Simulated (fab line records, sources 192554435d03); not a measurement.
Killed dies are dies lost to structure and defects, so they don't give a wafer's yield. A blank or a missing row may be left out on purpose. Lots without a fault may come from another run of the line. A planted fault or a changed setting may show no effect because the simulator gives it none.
Chamber matching | flow n5_finfet | N5_BEOL_M11_PECVD_70 on pecvd-03: 3 sister chambers
The step deposits SiO2 from TEOS/O2, target thk 20 nm, time 22.7 s. 3 wafers are shown with their chamber, then 7 later ones without.

WAFERS WITH THEIR CHAMBER
wafer  | chamber | throttle_valve_pct (%)
L081.4 | 1       | 20.4
L085.3 | 2       | 21.0
L085.4 | 0       | 21.9

WAFERS WITHOUT THEIR CHAMBER
wafer  | throttle_valve_pct (%)
L085.5 | 20.6
L090.2 | 21.8
L090.3 | 20.5
L090.6 | 21.4
L093.2 | 21.7
L093.3 | 20.2
L093.5 | 20.4

WHICH CHAMBER EACH WENT THROUGH
wafer  | from the rows above     | in truth
L085.5 | can't be placed: 1 or 2 | 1
L090.2 | 0                       | 0
L090.3 | can't be placed: 1 or 2 | 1
L090.6 | can't be placed: 2 or 0 | 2
L093.2 | 0                       | 0
L093.3 | 1                       | 1
L093.5 | 1                       | 1
Placed correctly: 4 of 7. Can't be placed from these rows: 3 (the true chamber is among the candidates in 3). Placed wrongly: 0.
How it was worked out, from the rows above alone: a wafer's distance from a chamber is the root of the sum, over the readings, of the square of ((its reading less the chamber's mean) divided by the reading's scatter). The wafer belongs to the nearest chamber; if the next one is less than 2 further off, it can't be placed. A chamber's mean is the mean of its shown wafers. The scatter: with one shown wafer a chamber, the root of the mean of the squares of how far each hidden wafer lies from its nearest shown one.
